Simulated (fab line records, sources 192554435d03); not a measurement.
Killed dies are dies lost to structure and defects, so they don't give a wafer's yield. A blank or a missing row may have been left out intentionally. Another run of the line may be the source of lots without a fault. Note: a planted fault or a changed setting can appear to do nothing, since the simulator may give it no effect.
Chamber matching + flow n5 finfet + N5_MOL_CONTACT_COAG_CMP_52 on cmp-01: 4 sister chambers
The step polishes, stops on SiO2, t overpolish 1.5 s, target thk 66.5 nm. 18 wafers are shown with their chamber, then 9 later ones without.

== WAFERS, EACH WITH ITS CHAMBER ==
| wafer  | chamber | motor current A (A) | time to endpoint s (s) | overpolish run s (s) |
|--------|---------|---------------------|------------------------|----------------------|
| L076.1 | 2       | 11.3                | 15.4                   | 1.498                |
| L076.2 | 1       | 12.4                | 16.3                   | 1.505                |
| L076.5 | 3       | 11.1                | 12.7                   | 1.512                |
| L078.2 | 3       | 10.6                | 11.0                   | 1.490                |
| L078.3 | 2       | 11.1                | 14.1                   | 1.514                |
| L078.6 | 2       | 11.6                | 13.8                   | 1.498                |
| L078.1 | 0       | 13.2                | 12.5                   | 1.505                |
| L078.4 | 1       | 13.3                | 11.8                   | 1.501                |
| L078.5 | 3       | 11.1                | 8.8                    | 1.501                |
| L084.2 | 1       | 13.3                | 15.1                   | 1.508                |
| L084.5 | 1       | 13.2                | 11.7                   | 1.495                |
| L084.6 | 0       | 13.6                | 12.5                   | 1.493                |
| L086.1 | 3       | 10.9                | 14.3                   | 1.498                |
| L086.4 | 2       | 11.2                | 17.4                   | 1.503                |
| L086.5 | 2       | 10.9                | 19.0                   | 1.507                |
| L089.1 | 1       | 12.4                | 19.7                   | 1.514                |
| L089.3 | 3       | 10.6                | 16.7                   | 1.504                |
| L089.5 | 1       | 12.7                | 19.1                   | 1.493                |

SIGNATURES (means of the wafers above)
| reading            | chamber 0 | chamber 1 | chamber 2 | chamber 3 | scatter within a chamber |
|--------------------|-----------|-----------|-----------|-----------|--------------------------|
| motor current A    | 13.400    | 12.883    | 11.220    | 10.860    | 0.333                    |
| time to endpoint s | 12.500    | 15.617    | 15.940    | 12.700    | 2.88                     |
| overpolish run s   | 1.49900   | 1.50267   | 1.50400   | 1.50100   | 0.00771                  |
Rule: for a wafer and a chamber, the distance is found by dividing, reading by reading, the gap between the wafer's reading and the chamber's mean by the reading's scatter, squaring, summing and taking the root. The wafer belongs to the nearest chamber; if the next one is less than 2 further off, it can't be placed. The scatter: the root of (the sum of the squares of (reading less its chamber's mean) over the shown wafers, divided by (wafers less chambers)).

== WAFERS WHOSE CHAMBER IS MISSING ==
| wafer  | motor current A (A) | time to endpoint s (s) | overpolish run s (s) |
|--------|---------------------|------------------------|----------------------|
| L092.2 | 11.9                | 14.0                   | 1.491                |
| L092.4 | 13.0                | 14.1                   | 1.499                |
| L092.6 | 11.4                | 14.7                   | 1.522                |
| L093.1 | 11.1                | 11.5                   | 1.499                |
| L093.4 | 11.2                | 16.0                   | 1.515                |
| L093.5 | 10.9                | 12.4                   | 1.488                |
| L093.2 | 13.3                | 14.2                   | 1.481                |
| L093.3 | 12.9                | 16.1                   | 1.510                |
| L093.6 | 11.1                | 14.7                   | 1.498                |

== CHAMBER TAKEN BY EACH ==
| wafer  | from the rows above               | in truth |
|--------|-----------------------------------|----------|
| L092.2 | can't be placed: 2 or 1 or 3 or 0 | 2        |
| L092.4 | can't be placed: 1 or 0           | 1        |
| L092.6 | can't be placed: 2 or 3           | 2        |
| L093.1 | can't be placed: 3 or 2           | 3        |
| L093.4 | can't be placed: 2 or 3           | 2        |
| L093.5 | can't be placed: 3 or 2           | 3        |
| L093.2 | can't be placed: 0 or 1           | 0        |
| L093.3 | can't be placed: 1 or 0           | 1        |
| L093.6 | can't be placed: 2 or 3           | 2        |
Placed correctly: 0 of 9. Can't be placed from these rows: 9 (the true chamber is among the candidates in 9). Wrongly placed: 0.
